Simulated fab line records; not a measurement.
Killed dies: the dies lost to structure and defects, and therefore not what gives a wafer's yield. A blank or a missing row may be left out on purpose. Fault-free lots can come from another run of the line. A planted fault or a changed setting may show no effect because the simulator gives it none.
Comparing a struck lot with a sound one	flow n5 finfet	38 steps out of a route of 1938
Sound: wafers L881.1, L881.2, L881.6. Struck: wafer L888.5. (L888.3 of the same lot was not struck and is left out.) The cause comes at the end.
Each step with rows lists, per side, the tool, then ch with its chambers, then its first start. Under that, the readings that differ: sound wafers	struck wafers	difference of the means	sigmas: that difference in standard deviations of wafers without a fault.
alike: readings whose means differ by less than 2 such deviations, and words and numbers that are the same on both sides. not compared: withheld readings, readings that some wafer has no value for, bounds like >300 that may hide the same value, and numbers for which the record gives no deviation and whose values overlap.
Wherever a step has rows on one side only, a row that says differs or no value, or a row with sigmas, the two part there. Numbers that have no deviation but don't overlap get no sigmas and don't part them. Lack of a reading on every wafer of one side parts them only where that side has two or more wafers.

first, 9 steps without rows for these wafers: N5_SDB_PRECLEAN_38 (cleans in dHF, time 10 s); N5_SDB_PRECLEAN_39 (cleans in O3/DIW, time 45 s); N5_SDB_SRD_28 (time 30 s); N5_SDB_ALD_29 (deposits SiNx, target thk 30 nm, pulse time 1 s, ald cycles 600); N5_SDB_CMP_30 (polishes, stops on poly-Si, t overpolish 1.54 s, target thk 30 nm); N5_DUMMY_REMOVAL_HM_STRIP_01 (strips SiNx in CH3F/O2, stops on poly-Si, target depth 4 nm, time 6.8 s); N5_DUMMY_REMOVAL_STRIP_10 (strips in N2/H2, time 40 s); N5_DUMMY_REMOVAL_PRECLEAN_07 (cleans in dHF, time 30 s); N5_DUMMY_REMOVAL_DUMMY_REMOVE_02 (chemistry TMAH, target poly-Si, stops on SiO2, target depth 142 nm, time 57 s, rinse time 30 s).
N5_DUMMY_REMOVAL_PRECLEAN_08: cleans in NF3:NH3, afs cycles 2, time 20 s, sublimation time 60 s.
  sound on remote plasma-01 ch 0, day 4 04:37; struck on remote plasma-02 ch 1, day 6 04:01
then, 26 steps without rows for these wafers: N5_DUMMY_REMOVAL_PRECLEAN_04 (cleans in DHF, time 37 s); N5_DUMMY_REMOVAL_SRD_05 (time 30 s); N5_HKMG_FIN_IL_REGROW_00 (material SiO2, chemistry O3, target thk 0.75 nm, time 30 s); N5_HKMG_FIN_HK_ALD_01 (deposits HfO2, target thk 1.6 nm, pulse time 3 s, purge time 3 s); N5_HKMG_FIN_HK_ANNEAL_02 (time 30 s); N5_HKMG_FIN_ALD_74 (deposits La2O3, target thk 0.5 nm, pulse time 6 s, co reactant pulse time 1 s); N5_HKMG_FIN_ALD_75 (deposits Al2O3, target thk 1 nm, co reactant pulse time 1 s); N5_HKMG_FIN_COAT_41 (time 60 s, resist thk 300 nm); N5_HKMG_FIN_COAT_42 (time 60 s, resist thk 35 nm); N5_HKMG_FIN_COAT_43 (resist thk 90 nm); N5_HKMG_FIN_EBR_45; N5_HKMG_FIN_SOFTBAKE_44 (time 60 s); N5_HKMG_FIN_EXPOSE_46 (exposes mask NDIPOLE); N5_HKMG_FIN_PEB_47 (peb time 60 s); N5_HKMG_FIN_DEVELOP_48 (develop time 30 s); N5_HKMG_FIN_DESCUM_53 (chemistry O2, time 7.9 s); N5_HKMG_FIN_ETCH_54 (etches SiARC in CF4, target depth 45.5 nm, time 75.8 s); N5_HKMG_FIN_ETCH_55 (etches SOC in N2/H2, target depth 240 nm, time 300 s); N5_HKMG_FIN_STRIP_56 (strips in N2/H2); N5_HKMG_FIN_STRIP_57 (strips in CF4); N5_HKMG_FIN_ETCH_58 (etches SOC in N2/H2, target depth 215.8 nm, time 741 s); N5_HKMG_FIN_STRIP_93 (strips SOC in N2/H2, time 20 s); N5_HKMG_FIN_WET_ETCH_76 (etches Al2O3 in dNH4OH, stops on La2O3, target depth 2.25 nm, rinse time 30 s); N5_HKMG_FIN_STRIP_60 (strips in N2/H2, time 360 s); N5_HKMG_FIN_WET_ETCH_77 (etches La2O3 in dHCl, stops on HfO2, target depth 2 nm); N5_HKMG_FIN_WET_ETCH_78 (etches Al2O3 in dNH4OH, stops on La2O3, target depth 4.5 nm, rinse time 30 s).
-- here the record skips 4 days between the struck wafers' starts before and after, leaving off in module HKMG_FIN and picking up in module BEOL_M4 (first step shown: number 1111 of the route) --
N5_BEOL_M4_RC_MEAS_101:
  sound on prober-01 ch 0, day 8 03:32; struck on prober-02 ch 0, day 10 08:53
reading	sound	struck	difference	sigmas
DIBL_N (mV/V)	35.0 35.1 37.3	46.2	+10.4	+7
DIBL_P (mV/V)	33.1 34.2 35.3	44.3	+10.1	+5
EOT_N	10.54 10.50 10.67	13.18	+2.61	+24
EOT_P	10.61 10.50 10.61	13.03	+2.46	+22
IGATE_N (nA/um)	0.0111 0.0125 0.0105	0.0006	-0.0108	-5
IGATE_P (nA/um)	0.0034 0.0038 0.0032	0.0002	-0.0033	-5
IOFF_N (nA/um)	0.118 0.129 0.152	0.370	+0.237	+8
IOFF_N_85C (nA/um)	2.4 2.6 3.0	6.4	+3.7	+8
IOFF_N_LIN (nA/um)	0.059 0.064 0.070	0.157	+0.093	+8
IOFF_P (nA/um)	0.19 0.19 0.21	0.41	+0.21	+7
IOFF_P_85C (nA/um)	3.3 3.4 3.6	6.4	+3.0	+6
IOFF_P_LIN (nA/um)	0.095 0.096 0.103	0.180	+0.082	+7
SS_N (mV/dec)	70.8 70.8 72.0	73.4	+2.2	+4
SS_P (mV/dec)	72.2 72.7 73.2	75.7	+3.0	+4
VT_N (mV)	253 250 250	241	-10	-3
VT_P_LVT (mV)	-102.4 -101.8 -100.0	-91.5	+9.9	+4
  alike: ION_N, ION_P, VT_P
-- record jumps: 4 days separate the struck wafers' starts on either side; left off in module BEOL_M4, taken up again in module PASSIVATION, whose first shown step is the route's number 1936 --
N5_PASSIVATION_PROBE_49:
  sound on prober-02 at day 12 14:34; struck on prober-01 at day 14 12:27
reading	sound	struck	difference	sigmas
sort_bin_4_leakage (%)	0 0 0	10.00	+10.00	
sort n pass	1070 1069 1074	974	-97	-7
sort yield pct (%)	90.7 90.6 91.0	82.5	-8.3	-7
  alike: defect limited yield, killed_at_M0_to_M3, killed_at_M4_up, killed at contacts, killed at front end, killed at other, killed dies, killed open, killed short, sort_bin_5_function, sort_bin_6_memory, sort_bin_8_speed

## WHERE THEY PART
Last at N5_PASSIVATION_PROBE_49 as far as this record goes, first at N5_BEOL_M4_RC_MEAS_101.

WHY: the cause the simulator had injected
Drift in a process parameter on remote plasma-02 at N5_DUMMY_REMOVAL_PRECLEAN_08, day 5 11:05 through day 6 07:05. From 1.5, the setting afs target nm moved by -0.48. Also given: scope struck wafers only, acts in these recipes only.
